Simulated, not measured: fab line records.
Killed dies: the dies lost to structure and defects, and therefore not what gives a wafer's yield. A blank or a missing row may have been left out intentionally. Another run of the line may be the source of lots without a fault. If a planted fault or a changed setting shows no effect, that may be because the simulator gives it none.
A struck lot beside a sound one | flow n5_finfet | 38 out of 1938 route steps
Sound: the wafers L644.2, L644.4, L644.5. Struck: wafer L652.3. (L652.6 of the same lot was not struck and is left out.) The cause comes at the end.
Order at every step that has rows: each side's tool, ch and its chambers, its first start. Under that, the readings that differ: sound wafers | struck wafers | difference of the means | sigmas: that difference in standard deviations of wafers without a fault.
alike: readings whose means differ by less than 2 such deviations, and words and numbers that are the same on both sides. not compared: withheld readings, readings that some wafer has no value for, bounds like >300 that may hide the same value, and numbers for which the record gives no deviation and whose values overlap.
Wherever a step has rows on one side only, a row that says differs or no value, or a row with sigmas, the two part there. Numbers that don't overlap but have no deviation are shown without sigmas and don't part them. A reading missing from all wafers of one side parts the sides only when that side holds two or more wafers.

first, 9 steps without rows for these wafers: N5_MOL_CONTACT_COAG_PRE_CLEAN_142 (time 60 s); N5_MOL_CONTACT_COAG_SPUTTER_130 (material Co, target thk 47.5 nm); N5_MOL_CONTACT_COAG_PRECLEAN_125 (cleans in DIW, time 57.5 s); N5_MOL_CONTACT_COAG_SRD_126 (dry time 32 s); N5_MOL_CONTACT_COAG_CMP_23 (polishes, stops on SiO2, t overpolish 1.5 s, target thk 0 nm); N5_MOL_CONTACT_COAG_WET_ETCH_26 (target Co, target depth 13 nm); N5_MOL_CONTACT_COAG_WET_ETCH_116 (etches the open film in SC1-inhibited, target depth 4.6 nm, rinse time 30 s); N5_MOL_CONTACT_COAG_ALD_27 (deposits SiOC, target thk 17 nm, pulse time 1.5 s, time 2720 s); N5_MOL_CONTACT_COAG_CMP_28 (polishes, stops on SiNx, t overpolish 0.85 s, target thk 14.522 nm).
N5_MOL_CONTACT_COAG_ALD_123: deposits SiNx, target thk 5 nm, pulse time 1 s, purge time 2 s.
  sound on ald_sin-04 ch 0,1, day 7 06:56; struck on ald_sin-04 ch 0, day 9 05:03
  reading                                            | sound       | struck | difference | sigmas
  ald_cycles                                         | 100 100 100 | 36     | -64        |
  model.SiNx_of_MOL_CONTACT_COAG_ALD_123.thk_nm (nm) | 5 5 5       | 1.8    | -3.2       |
  alike: heater_power_w, precursor_pulse_height_rel
  not compared: since_wet_clean_h
then, 26 steps without rows for these wafers: N5_MOL_CONTACT_COAG_PECVD_31 (deposits SiO2 from TEOS/O2, target thk 46 nm, time 8.9 s); N5_MOL_CONTACT_COAG_COAT_75 (time 60 s, resist thk 60 nm); N5_MOL_CONTACT_COAG_COAT_76 (time 60 s, resist thk 10 nm); N5_MOL_CONTACT_COAG_COAT_77 (time 60 s, resist thk 10 nm); N5_MOL_CONTACT_COAG_COAT_78 (resist thk 40 nm); N5_MOL_CONTACT_COAG_EBR_80; N5_MOL_CONTACT_COAG_SOFTBAKE_79 (time 60 s); N5_MOL_CONTACT_COAG_EXPOSE_81 (exposes mask VG, defocus 0 nm); N5_MOL_CONTACT_COAG_PEB_82 (peb time 60 s); N5_MOL_CONTACT_COAG_DEVELOP_83 (develop time 30 s); N5_MOL_CONTACT_COAG_DESCUM_88 (chemistry O2, time 7 s); N5_MOL_CONTACT_COAG_ETCH_89 (etches underlayer in N2/H2, target depth 13 nm, time 10.4 s); N5_MOL_CONTACT_COAG_ETCH_90 (etches SiARC in CF4, target depth 13 nm, time 21.7 s); N5_MOL_CONTACT_COAG_ALD_131 (deposits SiO2, target thk 5 nm, pulse time 1 s, co reactant pulse time 1 s); N5_MOL_CONTACT_COAG_ETCHBACK_132 (etches SiO2 in CHF3, target depth 10 nm, time 6.7 s); N5_MOL_CONTACT_COAG_ETCH_91 (etches SOC in N2/H2, target depth 60 nm, overetch 21 nm, time 101.2 s); N5_MOL_CONTACT_COAG_STRIP_92 (strips in N2/H2); N5_MOL_CONTACT_COAG_STRIP_93 (strips in N2/H2); N5_MOL_CONTACT_COAG_ETCHBACK_135 (etches SiO2 in CHF3, target depth 25 nm, time 16.7 s); N5_MOL_CONTACT_COAG_STRIP_118 (strips in CHF3); N5_MOL_CONTACT_COAG_VIA_ETCH_46 (etches SiO2 in C4F6/O2, target depth 46 nm, overetch 9.2 nm, time 40 s); N5_MOL_CONTACT_COAG_STRIP_96 (strips in N2/H2); N5_MOL_CONTACT_COAG_ETCH_47 (etches SiNx in CH3F/O2, stops on W, target depth 27 nm); N5_MOL_CONTACT_COAG_STRIP_119 (strips in N2/H2, time 30 s); N5_MOL_CONTACT_COAG_PRECLEAN_144 (cleans in alkaline clean, time 60 s); N5_MOL_CONTACT_COAG_SRD_145 (time 30 s).
N5_MOL_CONTACT_COAG_ETCH_124: etches SiNx in CH3F/O2, stops on SiOC, target depth 6.5 nm.
  sound on rie_diel-06 ch 2,3, day 7 10:17; struck on rie_diel-02 ch 0, day 9 08:00
  reading                         | sound             | struck | difference | sigmas
  oes_product_au (a.u.)           | 0.60 0.80 0.60    | 0.39   | -0.28      | -3
  rf_vpp_V (V)                    | 293.4 293.7 295.5 | 301.0  | +6.8       | +3
  showerhead_plenum_p_Torr (Torr) | 1.89 1.96 1.89    | 2.07   | +0.16      | +2
  model.etch.depth_nm (nm)        | 5.008 5.014 5.018 | 1.786  | -3.227     |
  alike: O2_flow_sccm, drypump_motor_current_A, oes_f_703_au, throttle_valve_pct
  not compared: rf_hours_counter_h
-- a jump in the record: the struck wafers' starts before and after are 4 days apart (it breaks off in module MOL_CONTACT_COAG and resumes in module BEOL_M4, where the first step shown is number 1111 of the route) --
N5_BEOL_M4_RC_MEAS_101:
  sound on prober-02 ch 0, day 10 15:51; struck on prober-02 ch 0, day 13 00:07
  alike: DIBL_N, DIBL_P, IOFF_N, IOFF_P, ION_N, ION_P, SS_N, SS_P, VT_N, VT_P

## WHERE THEY PART
Only at N5_MOL_CONTACT_COAG_ETCH_124, as far as this record shows. Later steps at which nothing parts them and some readings are alike: N5_BEOL_M4_RC_MEAS_101.

WHY: what had been put in by the simulator
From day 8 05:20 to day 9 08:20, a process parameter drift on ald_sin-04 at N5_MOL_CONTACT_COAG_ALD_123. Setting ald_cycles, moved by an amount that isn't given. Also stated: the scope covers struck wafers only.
